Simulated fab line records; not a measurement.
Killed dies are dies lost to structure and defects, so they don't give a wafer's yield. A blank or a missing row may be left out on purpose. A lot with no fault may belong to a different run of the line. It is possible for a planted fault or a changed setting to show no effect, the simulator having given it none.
Split-lot trial / flow n5_finfet / route with 1938 steps; 7 lots, 39 wafers read

SPLIT DETAILS
At N5_DUMMY_GATE_ETCH_31 (etches SiO2 in C4F6/O2, target depth 82.5 nm, time 27.5 s), the setting target_depth_a was moved away from the recipe's 825 angstrom on 12 of the 39 wafers read, by -43.6% to +32.5%. This setting was run at the recipe's value on the other wafers.

The split's own step is where the reading is taken.

THE READING
SOC_of_DUMMY_GATE_COAT_34.thk_nm (the simulator's own value, which no gauge read), in nm, at N5_DUMMY_GATE_ETCH_31 (etches SiO2 in C4F6/O2, target depth 82.5 nm, time 27.5 s). There is no usual value for it anywhere in the file. Average 51.7 nm, standard deviation 0.29 nm, over the 27 wafers here run with the recipe.

wafer=L077.1; tool, chamber at the split=rie_diel-04, 2; target_depth_a as run, angstrom=825; against the recipe=recipe; SOC_of_DUMMY_GATE_COAT_34.thk_nm, nm=51.4; against lot-mates on the recipe=-
wafer=L077.2; tool, chamber at the split=rie_diel-04, 1; target_depth_a as run, angstrom=825; against the recipe=recipe; SOC_of_DUMMY_GATE_COAT_34.thk_nm, nm=50.8; against lot-mates on the recipe=-
wafer=L077.3; tool, chamber at the split=rie_diel-04, 0; target_depth_a as run, angstrom=629.6; against the recipe=-23.7%; SOC_of_DUMMY_GATE_COAT_34.thk_nm, nm=53.6; against lot-mates on the recipe=+2.3
wafer=L077.4; tool, chamber at the split=rie_diel-04, 1; target_depth_a as run, angstrom=629.6; against the recipe=-23.7%; SOC_of_DUMMY_GATE_COAT_34.thk_nm, nm=52.8; against lot-mates on the recipe=+1.5
wafer=L077.5; tool, chamber at the split=rie_diel-04, 0; target_depth_a as run, angstrom=629.6; against the recipe=-23.7%; SOC_of_DUMMY_GATE_COAT_34.thk_nm, nm=53.6; against lot-mates on the recipe=+2.3
wafer=L077.6; tool, chamber at the split=rie_diel-04, 2; target_depth_a as run, angstrom=825; against the recipe=recipe; SOC_of_DUMMY_GATE_COAT_34.thk_nm, nm=51.6; against lot-mates on the recipe=-
wafer=L078.1; tool, chamber at the split=rie_diel-01, 1; target_depth_a as run, angstrom=825; against the recipe=recipe; SOC_of_DUMMY_GATE_COAT_34.thk_nm, nm=51.6; against lot-mates on the recipe=-
wafer=L078.2; tool, chamber at the split=rie_diel-01, 0; target_depth_a as run, angstrom=825; against the recipe=recipe; SOC_of_DUMMY_GATE_COAT_34.thk_nm, nm=51.8; against lot-mates on the recipe=-
wafer=L078.3; tool, chamber at the split=rie_diel-01, 3; target_depth_a as run, angstrom=825; against the recipe=recipe; SOC_of_DUMMY_GATE_COAT_34.thk_nm, nm=51.8; against lot-mates on the recipe=-
wafer=L080.1; tool, chamber at the split=rie_diel-03, 0; target_depth_a as run, angstrom=647.6; against the recipe=-21.5%; SOC_of_DUMMY_GATE_COAT_34.thk_nm, nm=53.4; against lot-mates on the recipe=+1.7
wafer=L080.2; tool, chamber at the split=rie_diel-03, 1; target_depth_a as run, angstrom=647.6; against the recipe=-21.5%; SOC_of_DUMMY_GATE_COAT_34.thk_nm, nm=53.4; against lot-mates on the recipe=+1.7
wafer=L080.3; tool, chamber at the split=rie_diel-03, 3; target_depth_a as run, angstrom=825; against the recipe=recipe; SOC_of_DUMMY_GATE_COAT_34.thk_nm, nm=51.6; against lot-mates on the recipe=-
wafer=L080.4; tool, chamber at the split=rie_diel-03, 2; target_depth_a as run, angstrom=647.6; against the recipe=-21.5%; SOC_of_DUMMY_GATE_COAT_34.thk_nm, nm=53.4; against lot-mates on the recipe=+1.7
wafer=L080.5; tool, chamber at the split=rie_diel-03, 0; target_depth_a as run, angstrom=825; against the recipe=recipe; SOC_of_DUMMY_GATE_COAT_34.thk_nm, nm=51.8; against lot-mates on the recipe=-
wafer=L080.6; tool, chamber at the split=rie_diel-03, 3; target_depth_a as run, angstrom=825; against the recipe=recipe; SOC_of_DUMMY_GATE_COAT_34.thk_nm, nm=51.6; against lot-mates on the recipe=-
wafer=L081.1; tool, chamber at the split=rie_diel-01, 3; target_depth_a as run, angstrom=825; against the recipe=recipe; SOC_of_DUMMY_GATE_COAT_34.thk_nm, nm=52; against lot-mates on the recipe=-
wafer=L081.2; tool, chamber at the split=rie_diel-01, 0; target_depth_a as run, angstrom=825; against the recipe=recipe; SOC_of_DUMMY_GATE_COAT_34.thk_nm, nm=51.8; against lot-mates on the recipe=-
wafer=L081.3; tool, chamber at the split=rie_diel-01, 1; target_depth_a as run, angstrom=825; against the recipe=recipe; SOC_of_DUMMY_GATE_COAT_34.thk_nm, nm=51.2; against lot-mates on the recipe=-
wafer=L081.4; tool, chamber at the split=rie_diel-01, 2; target_depth_a as run, angstrom=825; against the recipe=recipe; SOC_of_DUMMY_GATE_COAT_34.thk_nm, nm=51.4; against lot-mates on the recipe=-
wafer=L081.5; tool, chamber at the split=rie_diel-01, 3; target_depth_a as run, angstrom=825; against the recipe=recipe; SOC_of_DUMMY_GATE_COAT_34.thk_nm, nm=52; against lot-mates on the recipe=-
wafer=L081.6; tool, chamber at the split=rie_diel-01, 2; target_depth_a as run, angstrom=825; against the recipe=recipe; SOC_of_DUMMY_GATE_COAT_34.thk_nm, nm=51.4; against lot-mates on the recipe=-
wafer=L085.1; tool, chamber at the split=rie_diel-01, 1; target_depth_a as run, angstrom=825; against the recipe=recipe; SOC_of_DUMMY_GATE_COAT_34.thk_nm, nm=51.6; against lot-mates on the recipe=-
wafer=L085.2; tool, chamber at the split=rie_diel-01, 3; target_depth_a as run, angstrom=825; against the recipe=recipe; SOC_of_DUMMY_GATE_COAT_34.thk_nm, nm=52.2; against lot-mates on the recipe=-
wafer=L085.3; tool, chamber at the split=rie_diel-01, 2; target_depth_a as run, angstrom=825; against the recipe=recipe; SOC_of_DUMMY_GATE_COAT_34.thk_nm, nm=51.6; against lot-mates on the recipe=-
wafer=L085.4; tool, chamber at the split=rie_diel-01, 0; target_depth_a as run, angstrom=825; against the recipe=recipe; SOC_of_DUMMY_GATE_COAT_34.thk_nm, nm=52; against lot-mates on the recipe=-
wafer=L085.5; tool, chamber at the split=rie_diel-01, 1; target_depth_a as run, angstrom=825; against the recipe=recipe; SOC_of_DUMMY_GATE_COAT_34.thk_nm, nm=51.4; against lot-mates on the recipe=-
wafer=L085.6; tool, chamber at the split=rie_diel-01, 2; target_depth_a as run, angstrom=825; against the recipe=recipe; SOC_of_DUMMY_GATE_COAT_34.thk_nm, nm=51.4; against lot-mates on the recipe=-
wafer=L091.1; tool, chamber at the split=rie_diel-03, 2; target_depth_a as run, angstrom=825; against the recipe=recipe; SOC_of_DUMMY_GATE_COAT_34.thk_nm, nm=51.6; against lot-mates on the recipe=-
wafer=L091.2; tool, chamber at the split=rie_diel-03, 1; target_depth_a as run, angstrom=825; against the recipe=recipe; SOC_of_DUMMY_GATE_COAT_34.thk_nm, nm=52; against lot-mates on the recipe=-
wafer=L091.3; tool, chamber at the split=rie_diel-03, 3; target_depth_a as run, angstrom=465; against the recipe=-43.6%; SOC_of_DUMMY_GATE_COAT_34.thk_nm, nm=55.2; against lot-mates on the recipe=+3.5
wafer=L091.4; tool, chamber at the split=rie_diel-03, 0; target_depth_a as run, angstrom=465; against the recipe=-43.6%; SOC_of_DUMMY_GATE_COAT_34.thk_nm, nm=55.4; against lot-mates on the recipe=+3.7
wafer=L091.5; tool, chamber at the split=rie_diel-03, 3; target_depth_a as run, angstrom=825; against the recipe=recipe; SOC_of_DUMMY_GATE_COAT_34.thk_nm, nm=51.6; against lot-mates on the recipe=-
wafer=L091.6; tool, chamber at the split=rie_diel-03, 2; target_depth_a as run, angstrom=465; against the recipe=-43.6%; SOC_of_DUMMY_GATE_COAT_34.thk_nm, nm=55.4; against lot-mates on the recipe=+3.7
wafer=L092.1; tool, chamber at the split=rie_diel-04, 1; target_depth_a as run, angstrom=1093; against the recipe=+32.5%; SOC_of_DUMMY_GATE_COAT_34.thk_nm, nm=48.4; against lot-mates on the recipe=-3.5
wafer=L092.2; tool, chamber at the split=rie_diel-04, 3; target_depth_a as run, angstrom=825; against the recipe=recipe; SOC_of_DUMMY_GATE_COAT_34.thk_nm, nm=51.8; against lot-mates on the recipe=-
wafer=L092.3; tool, chamber at the split=rie_diel-04, 0; target_depth_a as run, angstrom=1093; against the recipe=+32.5%; SOC_of_DUMMY_GATE_COAT_34.thk_nm, nm=49; against lot-mates on the recipe=-2.9
wafer=L092.4; tool, chamber at the split=rie_diel-04, 1; target_depth_a as run, angstrom=1093; against the recipe=+32.5%; SOC_of_DUMMY_GATE_COAT_34.thk_nm, nm=48.4; against lot-mates on the recipe=-3.5
wafer=L092.5; tool, chamber at the split=rie_diel-04, 0; target_depth_a as run, angstrom=825; against the recipe=recipe; SOC_of_DUMMY_GATE_COAT_34.thk_nm, nm=51.8; against lot-mates on the recipe=-
wafer=L092.6; tool, chamber at the split=rie_diel-04, 3; target_depth_a as run, angstrom=825; against the recipe=recipe; SOC_of_DUMMY_GATE_COAT_34.thk_nm, nm=52; against lot-mates on the recipe=-

THE FIT
A straight line over all 39 wafers: SOC_of_DUMMY_GATE_COAT_34.thk_nm changes by -0.0854 nm for each +1% of target_depth_a; r = -0.98; the points scatter about the line by 0.31 nm.
The same after taking each lot's own level away (the mean of its wafers on the recipe; 39 wafers): -0.0887 nm for each +1%; r = -0.98; scatter 0.28 nm.
That fit puts the effect of the largest move of target_depth_a on the reading at 3.9 nm.
The lots' own levels span 51.27 to 51.87 nm, that is 2.1 times the standard deviation above.
The two slopes agree, so the slope changes little with the lot-to-lot level.
Check: for one of the wafers moved furthest among these (-43.6%), held out of the fit, the line's prediction against its lot-mates is +3.87 nm. Against them it came out at +3.47 nm.

THE OTHER SPLITS THESE WAFERS WENT THROUGH
Before the reading, these wafers also passed through other splits. Each is held against what the fit with the lots' levels taken away leaves over:
other split on the same wafers=N5_PMOS_HMC_CHANNEL_EPI_HM_DEP_34 target_thk_a; wafers away from the commonest value=12; r with SOC_of_DUMMY_GATE_COAT_34.thk_nm (lot level and that fit taken away)=-0.14
other split on the same wafers=N5_FIN_CUT_CUT_ETCH_15 time_s; wafers away from the commonest value=15; r with SOC_of_DUMMY_GATE_COAT_34.thk_nm (lot level and that fit taken away)=+0.04

THE WHOLE CHAIN: every reading that the file lists as answering this split, in the file's order
step=N5_DUMMY_GATE_ETCH_31; what it does=etches SiO2 in C4F6/O2, target depth 82.5 nm, time 27.5 s; reading=etch.depth_nm (the simulator's own value, which no gauge read); change (the file's fit)=+0.845 nm for each +1% of the setting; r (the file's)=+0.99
step=N5_DUMMY_GATE_ETCH_31; what it does=etches SiO2 in C4F6/O2, target depth 82.5 nm, time 27.5 s; reading=SOC_of_DUMMY_GATE_COAT_34.thk_nm (the simulator's own value, which no gauge read); change (the file's fit)=-0.0877 nm for each +1% of the setting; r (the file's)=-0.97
step=N5_DUMMY_GATE_ETCH_44; what it does=etches poly-Si in HBr/O2, stops on SiO2, target depth 127.5 nm; reading=oes_product_au; change (the file's fit)=not straight: 0.381 at the lowest setting, 0.742 at the recipe, 0.738 at the highest; r (the file's)=not given

FILE'S OWN FIT
SOC_of_DUMMY_GATE_COAT_34.thk_nm changes by -0.0877 nm for each +1% of target_depth_a, r = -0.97.
